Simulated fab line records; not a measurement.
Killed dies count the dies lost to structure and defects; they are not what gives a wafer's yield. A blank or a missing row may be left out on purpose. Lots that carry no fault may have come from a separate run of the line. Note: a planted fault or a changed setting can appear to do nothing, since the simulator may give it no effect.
fab line records | flow n5_finfet | part 1 of 2: steps 1 to 23 of 30
record: lots: 5 wafers: 15 last_day: 17
route steps=1938 shown DUMMY_GATE@247 SPACER0@258 SD_EPI_N@262
lots that met no fault: from a run of the same line without faults
start_h: hours from the record's first day to the start of the lot's first wafer shown | wait_h: hours since the lot's step before | " unchanged from the row above | L1.1+2: several wafers, shown together as one row | - either no value or no given start | * or withheld: withheld | < > ~ a bound
route shown NAME@n: a module of which the file shows steps, and the number in the route of the first | usual: mean and standard deviation over wafers with no fault | same: alike in all rows | chamber/n: place in a boat | sites: per-site readings | _std_site: the values' standard deviation | _edge_site: outer sites' mean less inner sites' | radius_mm: how far each site lies from the wafer's centre | mask NAME#n: copy n | behind: tool/chamber where the wafer was last shaped | hold: why the lot was held/for how many hours/how that ended | device: transistor that didn't switch, given as n, p or np | end of line: tests run on the same wafers once the route is complete | where a step has no rows: the recipe by itself | killed: the dies lost at the first sort to structure and to defects; this is not the yield of the wafer | map: per-die view of a wafer (x killed, . not killed, _ where there is no die)
set.NAME: setting as actually run; set.NAME@STEP: the setting as run at that earlier step | model.NAME: the simulator's own value behind a step, which no gauge read
certain route steps with their lots: each step a table, each wafer a row
services: when a tool's chamber went out of use (start_h, in hours from the record's first day, below 0 if earlier), for how many hours, and the reason
== steps ==
step: N5_DUMMY_GATE_ETCH_23
recipe: chemistry: HBr/Cl2/O2 HBr_flow_sccm: 150 Cl2_flow_sccm: 80 O2_flow_sccm: 12 bias_w: 102 target_depth_a: 410 time_s: 22.3 target: poly-Si mask_material: SiO2 pressure_mtorr: 10 icp_w: 800
usual: O2_flow_sccm: 12.00/0.039 drypump_motor_current_A: 5.69/0.3 oes_product_au: 1.000/0.02 throttle_valve_pct: 37.2/0.37
columns lot.wafer tool chamber start_h wait_h O2_flow_sccm drypump_motor_current_A oes_product_au rf_hours_counter_h throttle_valve_pct
L079.1 rie_si-01 0 78.11 0.0 11.95 5.79 1.022 135 37.9
L079.4 " 3 " " 12.06 5.48 0.978 70 36.9
L079.6 " 1 " " 12.02 5.55 0.977 - 37.2
L083.1 rie_si-04 2 101.60 0.0 11.98 5.36 0.966 41 37.0
L083.2 " 3 " " 12.00 5.99 1.005 100 37.2
L083.5 " 2 " " 11.97 5.38 0.982 - 37.0
L094.1 rie_si-06 2 168.23 0.0 11.93 5.31 1.009 151 37.1
L094.2 " 1 " " 11.96 5.37 1.008 8 37.3
L094.3 " 0 " " 12.00 5.34 1.015 0 37.2
L095.2 rie_si-04 1 172.04 0.0 12.01 5.93 0.991 18 36.9
L095.4 " 3 " " 12.03 6.01 1.012 101 37.2
L095.5 " 2 " " 11.98 5.36 0.994 - 37.0
L096.2 rie_si-06 1 178.14 0.0 11.99 5.38 0.988 8 37.3
L096.3 " 3 " " 12.02 5.84 1.002 34 37.7
L096.4 " 2 " " 12.01 5.33 1.008 151 37.1
step: N5_DUMMY_GATE_ETCH_44
recipe: chemistry: HBr/O2 over_etch_frac: 0.7 target_depth_a: 1275 stop_on: SiO2 ion_energy_ev: 60 bias_w: 20 target: poly-Si mask_material: SiO2 pressure_mtorr: 20 icp_w: 400 HBr_flow_sccm: 120 O2_flow_sccm: 10
usual: O2_flow_sccm: 10.00/0.033 drypump_motor_current_A: 5.69/0.3 oes_product_au: 0.727/0.014 throttle_valve_pct: 18.45/0.24
columns lot.wafer tool chamber start_h wait_h O2_flow_sccm drypump_motor_current_A oes_product_au rf_hours_counter_h throttle_valve_pct
L079.1 rie_si-01 0 78.17 0.0 9.95 5.76 0.736 135 18.91
L079.4 " 3 " " 9.95 5.49 0.720 70 18.31
L079.6 " 1 " " 10.02 5.57 0.706 - 18.65
L083.1 rie_si-04 2 101.66 0.0 9.98 5.34 0.732 41 18.38
L083.2 " 3 " " 9.98 6.02 0.738 100 18.49
L083.5 " 2 " " 10.01 5.33 0.728 - 18.37
L094.1 rie_si-06 2 168.29 0.0 9.97 5.31 0.731 151 18.39
L094.2 " 1 " " 10.00 5.39 0.731 8 18.46
L094.3 " 0 " " 10.04 5.35 0.725 0 18.23
L095.2 rie_si-04 1 172.10 0.0 10.00 5.95 0.702 18 18.13
L095.4 " 3 " " 9.98 6.02 0.726 101 18.47
L095.5 " 2 " " 10.02 5.37 0.717 - 18.38
L096.2 rie_si-06 1 178.20 0.0 9.96 5.39 0.725 8 18.44
L096.3 " 3 " " 10.03 5.81 0.735 34 18.68
L096.4 " 2 " " 10.01 5.33 0.721 151 18.38
step: N5_DUMMY_GATE_CD_MEAS_24
recipe: target_cd_nm: 15
usual: cd_nm: 14.9/0.4
columns lot.wafer tool chamber start_h wait_h cd_nm
L079.1 cd_sem-03 - 78.28 0.1 14.5
L079.4 " - " " 15.4
L079.6 " - " " 14.8
L083.1 cd_sem-01 - 101.77 0.1 15.2
L083.2 " - " " 15.2
L083.5 " - " " 14.6
L094.1 cd_sem-03 - 168.40 0.1 15.1
L094.2 " - " " 15.0
L094.3 " - " " 14.8
L095.2 cd_sem-01 - 172.21 0.1 15.4
L095.4 " - " " 15.3
L095.5 " - " " 14.6
L096.2 cd_sem-03 - 178.31 0.1 15.2
L096.3 " - " " 15.6
L096.4 " - " " 15.6
step: N5_DUMMY_GATE_ETCH_42
recipe: chemistry: CHF3/O2 target: SiO2 target_depth_a: 35 time_s: 31 ion_energy_ev: 30 bias_w: 12 pressure_mtorr: 30 source_w: 600 Ar_flow_sccm: 200 CHF3_flow_sccm: 50 O2_flow_sccm: 5
usual: CHF3_flow_sccm: 50.01/0.16 O2_flow_sccm: 5.000/0.015 drypump_motor_current_A: 5.8/0.34 oes_ar_750_au: 0.78/0.069 oes_product_au: 0.77/0.076 rf_vpp_V: 42.1/1 showerhead_plenum_p_Torr: 2.44/0.078 throttle_valve_pct: 18.82/0.22
columns lot.wafer tool chamber start_h wait_h CHF3_flow_sccm O2_flow_sccm drypump_motor_current_A oes_ar_750_au oes_product_au rf_hours_counter_h rf_vpp_V showerhead_plenum_p_Torr throttle_valve_pct
L079.1 rie_diel-06 2 78.33 0.0 50.07 5.000 5.9 0.83 0.83 71 39.4 2.55 18.82
L079.4 " 3 " " 49.84 4.992 6.4 0.74 0.74 174 42.0 2.47 18.71
L079.6 " 2 " " 50.18 4.990 5.9 0.82 0.82 - 41.8 2.55 18.80
L083.1 rie_diel-01 1 101.83 0.1 50.17 5.025 5.9 0.72 0.71 218 41.1 2.38 19.36
L083.2 " 0 " " 49.79 4.998 5.1 0.93 0.95 10 43.2 2.36 18.70
L083.5 " 2 " " 49.79 5.012 5.6 0.76 0.76 - 41.3 2.51 18.77
L094.1 rie_diel-01 1 168.51 0.1 49.98 4.984 5.9 0.70 0.68 238 40.5 2.37 19.39
L094.2 " 2 " " 50.07 4.987 5.6 0.74 0.74 185 41.1 2.50 18.82
L094.3 " 3 " " 49.94 4.988 6.2 0.82 0.84 53 43.7 2.55 18.72
L095.2 rie_diel-01 2 172.30 0.1 50.05 4.967 5.6 0.74 0.74 187 41.6 2.50 18.80
L095.4 " 0 " " 50.02 4.991 5.1 0.90 0.89 31 42.9 2.35 18.75
L095.5 " 2 " " 49.91 5.014 5.6 0.74 0.73 - 41.0 2.50 18.83
L096.2 rie_diel-01 1 178.35 0.0 50.34 4.992 5.9 0.70 0.68 241 42.7 2.37 19.39
L096.3 " 2 " " 50.34 5.004 5.6 0.74 0.73 189 41.7 2.50 18.83
L096.4 " 0 " " 50.15 4.985 5.1 0.89 0.89 32 42.6 2.35 18.74
step: N5_DUMMY_GATE_STRIP_48
recipe: chemistry: N2/H2 time_s: 20 power_w: 100 temp_c: 40 pressure_mtorr: 100 rf_frequency_hz: 6e+07 bias_power_w: 3 n2_flow_sccm: 300 h2_flow_sccm: 300
usual: drypump_motor_current_A: 5.9/0.34 oes_product_au: 0.77/0.076 rf_vpp_V: 45.3/0.82 showerhead_plenum_p_Torr: 3.41/0.12 throttle_valve_pct: 12.24/0.28
columns lot.wafer tool chamber start_h wait_h drypump_motor_current_A oes_product_au rf_hours_counter_h rf_vpp_V showerhead_plenum_p_Torr throttle_valve_pct
L079.1 rie_diel-06 2 78.37 0.0 5.9 0.82 71 45.5 3.57 12.18
L079.4 " 3 " " 6.5 0.75 174 44.8 3.47 12.12
L079.6 " 2 " " 5.9 0.83 - 44.8 3.57 12.20
L083.1 rie_diel-01 1 101.88 0.0 5.9 0.70 218 44.1 3.35 12.86
L083.2 " 0 " " 5.1 0.95 10 45.2 3.31 11.93
L083.5 " 2 " " 5.7 0.76 - 46.1 3.53 12.31
L094.1 rie_diel-01 1 168.55 0.0 5.9 0.68 238 46.6 3.34 12.91
L094.2 " 2 " " 5.6 0.75 185 45.4 3.51 12.36
L094.3 " 3 " " 6.3 0.84 53 46.0 3.57 12.16
L095.2 rie_diel-01 2 172.35 0.0 5.7 0.75 187 46.9 3.51 12.37
L095.4 " 0 " " 5.1 0.91 31 45.4 3.30 11.96
L095.5 " 2 " " 5.7 0.75 - 46.2 3.51 12.36
L096.2 rie_diel-01 1 178.40 0.0 5.9 0.68 241 45.0 3.34 12.92
L096.3 " 2 " " 5.7 0.74 189 43.8 3.51 12.36
L096.4 " 0 " " 5.1 0.89 32 44.5 3.30 11.97
step: N5_DUMMY_GATE_PRECLEAN_33
recipe: chemistry: dHF time_s: 10 dilution: 750:1 temp_c: 25
columns lot.wafer tool chamber start_h wait_h
L079.1+4+6 wet_bench-01 7,4,3 78.46 0.1
L083.1+2+5 wet_bench-05 7,4,6 101.96 0.1
L094.1+2+3 wet_bench-01 4,3,0 168.64 0.1
L095.2+4+5 wet_bench-05 0,5,1 172.43 0.1
L096.2+3+4 wet_bench-04 5,6,0 178.49 0.1
step: N5_DUMMY_GATE_PRECLEAN_25
recipe: chemistry: O3/DIW time_s: 45 temp_c: 22 o3_ppm: 10
columns lot.wafer tool chamber start_h wait_h
L079.1+4+6 wet_bench-01 7,4,3 78.46 0.0
L083.1+2+5 wet_bench-05 7,4,6 101.97 0.0
L094.1+2+3 wet_bench-01 4,3,0 168.64 0.0
L095.2+4+5 wet_bench-05 0,5,1 172.43 0.0
L096.2+3+4 wet_bench-04 5,6,0 178.49 0.0
step: N5_DUMMY_GATE_PRECLEAN_51
recipe: chemistry: SC2 time_s: 45 temp_c: 35 mix: 1:1:50
columns lot.wafer tool chamber start_h wait_h
L079.1+4+6 wet_bench-01 7,4,3 78.47 0.0
L083.1+2+5 wet_bench-05 7,4,6 101.98 0.0
L094.1+2+3 wet_bench-01 4,3,0 168.66 0.0
L095.2+4+5 wet_bench-05 0,5,1 172.45 0.0
L096.2+3+4 wet_bench-04 5,6,0 178.50 0.0
step: N5_DUMMY_GATE_SRD_26
recipe: dry: ipa_marangoni time_s: 30 temp_c: 23 rinse_liquid: diw
columns lot.wafer tool chamber start_h wait_h
L079.1+4+6 wet_bench-01 7,4,3 78.49 0.0
L083.1+2+5 wet_bench-05 7,4,6 101.99 0.0
L094.1+2+3 wet_bench-01 4,3,0 168.67 0.0
L095.2+4+5 wet_bench-05 0,5,1 172.46 0.0
L096.2+3+4 wet_bench-04 5,6,0 178.52 0.0
step: N5_DUMMY_GATE_UV_OZONE_45
recipe: time_s: 120 pressure_torr: 760 temp_c: 25
columns lot.wafer tool chamber start_h wait_h
L079.1+4+6 wet_bench-01 7,4,3 78.50 0.0
L083.1+2+5 wet_bench-05 7,4,6 102.01 0.0
L094.1+2+3 wet_bench-01 4,3,0 168.68 0.0
L095.2+4+5 wet_bench-05 0,5,1 172.48 0.0
L096.2+3+4 wet_bench-04 5,6,0 178.53 0.0
step: N5_DUMMY_GATE_INSPECT_27
recipe: inspect_instrument: brightfield mode: aei
usual: raw_defect_count: 317/100
columns lot.wafer tool chamber start_h wait_h raw_defect_count
L079.1 defect_inspect-02 - 78.56 0.0 246
L079.4 " - " " 217
L079.6 " - " " 318
L083.1 defect_inspect-01 - 102.07 0.0 305
L083.2 " - " " 317
L083.5 " - " " 316
L094.1 defect_inspect-02 - 168.74 0.0 304
L094.2 " - " " 395
L094.3 " - " " 377
L095.2 defect_inspect-02 - 172.54 0.0 237
L095.4 " - " " 295
L095.5 " - " " 312
L096.2 defect_inspect-01 - 178.59 0.0 260
L096.3 " - " " 364
L096.4 " - " " 313
step: N5_SPACER0_ALD_07
recipe: material: SiNx target_thk_a: 20 temp_c: 400 ald_precursor_family: SiH2I2 ald_co_reactant: N2/H2-plasma pressure_torr: 2
usual: heater_power_w: 860/61
columns lot.wafer tool chamber start_h wait_h heater_power_w
L079.1 ald_sin-02 1 79.31 0.8 911
L079.4 " 3 " " 889
L079.6 " 1 " " 901
L083.1 ald_sin-04 2 102.10 0.0 790
L083.2 " 1 " " 773
L083.5 " 1 " " 778
L094.1 ald_sin-01 0 168.78 0.0 765
L094.2 " 1 " " 901
L094.3 " 2 " " 830
L095.2 ald_sin-01 1 172.58 0.0 898
L095.4 " 0 " " 752
L095.5 " 2 " " 839
L096.2 ald_sin-04 3 178.63 0.0 867
L096.3 " 1 " " 755
L096.4 " 0 " " 945
step: N5_SPACER0_ALD_00
recipe: material: SiOCN target_thk_a: 35 temp_c: 400 ald_precursor_family: alkyl-aminosilane ald_co_reactant: O2/N2-plasma pulse_time_s: 3 purge_time_s: 2 co_reactant_purge_time_s: 2 ald_cycles: 58 pressure_torr: 2
usual: heater_power_w: 860/60 precursor_pulse_height_rel: 0.998/0.02
columns lot.wafer tool chamber start_h wait_h heater_power_w precursor_pulse_height_rel
L079.1 ald_sin-02 1 79.47 0.1 927 1.000
L079.4 " 3 " " 897 1.039
L079.6 " 1 " " 906 0.993
L083.1 ald_sin-04 2 102.26 0.1 769 1.000
L083.2 " 1 " " 766 0.985
L083.5 " 1 " " 754 1.001
L094.1 ald_sin-01 0 168.93 0.1 774 0.996
L094.2 " 1 " " 878 1.024
L094.3 " 2 " " 808 0.987
L095.2 ald_sin-01 1 172.73 0.1 897 0.996
L095.4 " 0 " " 739 0.997
L095.5 " 2 " " 841 0.997
L096.2 ald_sin-04 3 178.78 0.1 891 0.993
L096.3 " 1 " " 779 1.002
L096.4 " 0 " " 939 1.020
step: N5_SPACER0_ALD_08
recipe: material: SiNx target_thk_a: 20 temp_c: 400 ald_precursor_family: SiH2I2 ald_co_reactant: N2/H2-plasma pressure_torr: 2
usual: heater_power_w: 860/60
columns lot.wafer tool chamber start_h wait_h heater_power_w
L079.1 ald_sin-02 1 79.72 0.1 929
L079.4 " 3 " " 927
L079.6 " 1 " " 913
L083.1 ald_sin-04 2 102.51 0.1 777
L083.2 " 1 " " 767
L083.5 " 1 " " 783
L094.1 ald_sin-01 0 169.19 0.1 780
L094.2 " 1 " " 901
L094.3 " 2 " " 823
L095.2 ald_sin-01 1 172.99 0.1 882
L095.4 " 0 " " 762
L095.5 " 2 " " 814
L096.2 ald_sin-04 3 179.04 0.1 899
L096.3 " 1 " " 792
L096.4 " 0 " " 946
step: N5_SPACER0_INSPECT_04
recipe: inspect_instrument: darkfield mode: post_dep
usual: raw_defect_count: 146/39
columns lot.wafer tool chamber start_h wait_h raw_defect_count
L079.1 defect_inspect-01 - 79.88 0.1 114
L079.4 " - " " 102
L079.6 " - " " 150
L083.1 defect_inspect-01 - 102.68 0.1 140
L083.2 " - " " 148
L083.5 " - " " 152
L094.1 defect_inspect-01 - 169.35 0.1 163
L094.2 " - " " 162
L094.3 " - " " 160
L095.2 defect_inspect-01 - 173.14 0.1 145
L095.4 " - " " 141
L095.5 " - " " 133
L096.2 defect_inspect-01 - 179.19 0.1 126
L096.3 " - " " 147
L096.4 " - " " 132
step: N5_SD_EPI_N_COAT_32
recipe: resist: SOC temp_c: 250 time_s: 60 spin_rpm: 1500 resist_thk_nm: 350
usual: chill_plate_temp_C: 22.98/0.11
columns lot.wafer tool chamber start_h wait_h chill_plate_temp_C
L079.1 litho_track-04 0 79.91 0.0 22.90
L079.4 " 0 " " 23.02
L079.6 " 0 " " 22.93
L083.1 litho_track-01 0 102.72 0.0 23.01
L083.2 " 0 " " 23.02
L083.5 " 0 " " 22.98
L094.1 litho_track-04 0 169.38 0.0 22.98
L094.2 " 0 " " 23.15
L094.3 " 0 " " 22.94
L095.2 litho_track-01 0 173.17 0.0 22.89
L095.4 " 0 " " 22.94
L095.5 " 0 " " 23.10
L096.2 litho_track-04 0 179.23 0.0 23.06
L096.3 " 0 " " 23.03
L096.4 " 0 " " 23.05
step: N5_SD_EPI_N_COAT_33
recipe: resist: SiARC temp_c: 220 time_s: 60 spin_rpm: 1500 resist_thk_nm: 35
usual: chill_plate_temp_C: 23.00/0.1
columns lot.wafer tool chamber start_h wait_h chill_plate_temp_C
L079.1 litho_track-04 0 - - 23.11
L079.4 " 0 " " 23.06
L079.6 " 0 " " 22.94
L083.1 litho_track-01 0 - - 23.02
L083.2 " 0 " " 22.96
L083.5 " 0 " " 22.86
L094.1 litho_track-04 0 - - 23.05
L094.2 " 0 " " 23.20
L094.3 " 0 " " 23.19
L095.2 litho_track-01 0 - - 23.07
L095.4 " 0 " " 23.12
L095.5 " 0 " " 23.08
L096.2 litho_track-04 0 - - 23.14
L096.3 " 0 " " 23.04
L096.4 " 0 " " 23.11
step: N5_SD_EPI_N_COAT_03
recipe: resist: CAR-ArF-block spin_rpm: 1500 resist_thk_nm: 150
usual: chill_plate_temp_C: 23.02/0.12
columns lot.wafer tool chamber start_h wait_h chill_plate_temp_C
L079.1 litho_track-04 0 - - 23.10
L079.4 " 0 " " 22.95
L079.6 " 0 " " 22.98
L083.1 litho_track-01 0 - - 23.00
L083.2 " 0 " " 23.05
L083.5 " 0 " " 22.96
L094.1 litho_track-04 0 - - 23.05
L094.2 " 0 " " 22.95
L094.3 " 0 " " 23.07
L095.2 litho_track-01 0 - - 22.76
L095.4 " 0 " " 23.13
L095.5 " 0 " " 22.86
L096.2 litho_track-04 0 - - 23.04
L096.3 " 0 " " 22.96
L096.4 " 0 " " 23.18
step: N5_SD_EPI_N_EBR_05
recipe: solvent: PGMEA ebr_width_mm: 1.5
usual: chill_plate_temp_C: 23.00/0.11
columns lot.wafer tool chamber start_h wait_h chill_plate_temp_C
L079.1 litho_track-04 0 - - 23.06
L079.4 " 0 " " 23.17
L079.6 " 0 " " 23.13
L083.1 litho_track-01 0 - - 22.84
L083.2 " 0 " " 23.02
L083.5 " 0 " " 22.75
L094.1 litho_track-04 0 - - 22.95
L094.2 " 0 " " 22.99
L094.3 " 0 " " 22.98
L095.2 litho_track-01 0 - - 22.79
L095.4 " 0 " " 22.85
L095.5 " 0 " " 22.92
L096.2 litho_track-04 0 - - 23.03
L096.3 " 0 " " 22.99
L096.4 " 0 " " 23.10
step: N5_SD_EPI_N_SOFTBAKE_04
recipe: temp_c: 110 time_s: 60 resist: CAR-ArF-block
usual: chill_plate_temp_C: 23.01/0.11
columns lot.wafer tool chamber start_h wait_h chill_plate_temp_C
L079.1 litho_track-04 0 - - 23.02
L079.4 " 0 " " 23.10
L079.6 " 0 " " 22.98
L083.1 litho_track-01 0 - - 23.07
L083.2 " 0 " " 23.00
L083.5 " 0 " " 23.03
L094.1 litho_track-04 0 - - 23.09
L094.2 " 0 " " 23.30
L094.3 " 0 " " 23.09
L095.2 litho_track-01 0 - - 22.86
L095.4 " 0 " " 22.84
L095.5 " 0 " " 22.77
L096.2 litho_track-04 0 - - 23.08
L096.3 " 0 " " 23.18
L096.4 " 0 " " 23.16
step: N5_SD_EPI_N_EXPOSE_06
recipe: mask_id: SD_N_BLK na: 1.35 source_shape: conventional sigma_outer: 0.8 polarization: unpolarized target_cd_nm: 120 dose_mj: 39.75
columns lot.wafer tool chamber start_h wait_h mask
L079.1+4+6 arfi_scanner-02 0 80.03 - SD_N_BLK#0
L083.1+2+5 arfi_scanner-01 0 102.96 - SD_N_BLK#0
L094.1+2+3 arfi_scanner-03 0 169.62 - SD_N_BLK#0
L095.2+4+5 arfi_scanner-02 0 173.43 - SD_N_BLK#0
L096.2+3+4 arfi_scanner-03 0 179.47 - SD_N_BLK#0
step: N5_SD_EPI_N_PEB_07
recipe: peb_temp_c: 110 peb_time_s: 60 resist: CAR-ArF-block
usual: chill_plate_temp_C: 23.03/0.1
same: peb_time_s: 60
columns lot.wafer tool chamber start_h wait_h chill_plate_temp_C
L079.1 litho_track-01 0 80.09 0.1 23.06
L079.4 " 0 " " 23.11
L079.6 " 0 " " 23.05
L083.1 litho_track-01 0 103.02 0.1 23.01
L083.2 " 0 " " 22.94
L083.5 " 0 " " 22.92
L094.1 litho_track-04 0 169.68 0.1 22.78
L094.2 " 0 " " 22.96
L094.3 " 0 " " 22.97
L095.2 litho_track-03 0 173.48 0.0 23.10
L095.4 " 0 " " 22.88
L095.5 " 0 " " 22.99
L096.2 litho_track-03 0 179.53 0.0 23.20
L096.3 " 0 " " 23.13
L096.4 " 0 " " 23.06
step: N5_SD_EPI_N_DEVELOP_08
recipe: develop_time_s: 30 developer: TMAH resist: CAR-ArF-block dev_temp_c: 23 rinse_liquid: diw dry: air_spin
usual: chill_plate_temp_C: 22.96/0.094
columns lot.wafer tool chamber start_h wait_h chill_plate_temp_C
L079.1 litho_track-01 0 - - 23.02
L079.4 " 0 " " 23.17
L079.6 " 0 " " 23.00
L083.1 litho_track-01 0 - - 22.89
L083.2 " 0 " " 22.73
L083.5 " 0 " " 22.92
L094.1 litho_track-04 0 - - 22.98
L094.2 " 0 " " 22.97
L094.3 " 0 " " 23.01
L095.2 litho_track-03 0 - - 23.00
L095.4 " 0 " " 22.97
L095.5 " 0 " " 22.92
L096.2 litho_track-03 0 - - 22.84
L096.3 " 0 " " 22.97
L096.4 " 0 " " 23.01
